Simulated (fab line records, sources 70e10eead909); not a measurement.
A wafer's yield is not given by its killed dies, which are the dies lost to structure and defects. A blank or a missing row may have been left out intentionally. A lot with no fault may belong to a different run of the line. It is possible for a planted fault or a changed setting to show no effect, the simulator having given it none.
A single fault, viewed from 2 desks + flow nandHarc + each desk holds nothing but its own numbers, with what lay behind them at the end

DESK OF THE TOOL OWNER: pecvdOnon-04
The tool's own readings at NHARC_A_ONON_D2_DEP_00 (target thk 1000 nm): means of the sampled wafers that have a number, for each lot that ran on this tool. Marked OUT: a lot whose mean sits more than 4 standard deviations from the usual mean, which makes it out of limits; the brackets give that distance.
Columns: A = sih4FlowSccm at NHARC_A_ONON_D2_DEP_00, usual 209.8 sccm
| lot  | first seen here | A     |
|------|-----------------|-------|
| L283 | day 12 10:19    | 209.9 |
| L285 | day 12 20:17    | 209.3 |
| L286 | day 13 19:08    | 209.3 |
| L290 | day 15 14:33    | 208.8 |
| L293 | day 16 22:11    | 209.2 |
| L296 | day 17 15:29    | 209.7 |
| L303 | day 20 11:50    | 209.9 |
| L305 | day 21 08:08    | 209.3 |
This desk found nothing out of limits on any of the 8 lots.

FROM THE METROLOGY DESK
What the gauges read for every lot (on any tool): the sampled wafers with a number, averaged. Marked OUT: a lot whose mean sits more than 4 standard deviations from the usual mean, which makes it out of limits; the brackets give that distance.
Columns: A = thkNm at NHARC_A_ONON_D2_THK_MEAS_02, usual 1004 nm
| lot  | first seen here | A              |
|------|-----------------|----------------|
| L283 | day 12 10:49    | 991            |
| L285 | day 12 20:48    | 1012           |
| L286 | day 13 19:32    | 995            |
| L288 | day 14 20:05    | 996            |
| L290 | day 15 14:56    | 997            |
| L293 | day 16 22:35    | 1196 (+27) OUT |
| L294 | day 17 08:58    | 1018           |
| L296 | day 17 15:53    | 1207 (+29) OUT |
| L302 | day 19 15:14    | 999            |
| L301 | day 19 15:24    | 1010           |
| L303 | day 20 12:21    | 1005           |
| L305 | day 21 08:35    | 1002           |
This desk's finding: out of limits on L293, L296; first on L293, day 16 22:35 (thkNm at NHARC_A_ONON_D2_THK_MEAS_02). L283, L285, L286, L288, L290, L294, L302, L301, L303, L305 stayed within limits.

PUT TOGETHER
An alarm was possible from the metrology desk at day 16 22:35, on L293, L296.
The tool owner's desk saw nothing out of limits.
On record at the tool owner's desk: L293, L296, within its limits.
NHARC_A_ONON_D2_DEP_00 was run on pecvdOnon-04 by each of the lots named.

WHAT THE SIMULATOR HAD PUT IN
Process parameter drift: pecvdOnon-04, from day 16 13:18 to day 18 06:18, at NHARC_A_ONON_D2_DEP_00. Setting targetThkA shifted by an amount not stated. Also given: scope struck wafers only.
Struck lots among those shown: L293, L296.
Time in hours between the start of the fault and the first out-of-limits reading at each desk: metrology desk, 9.
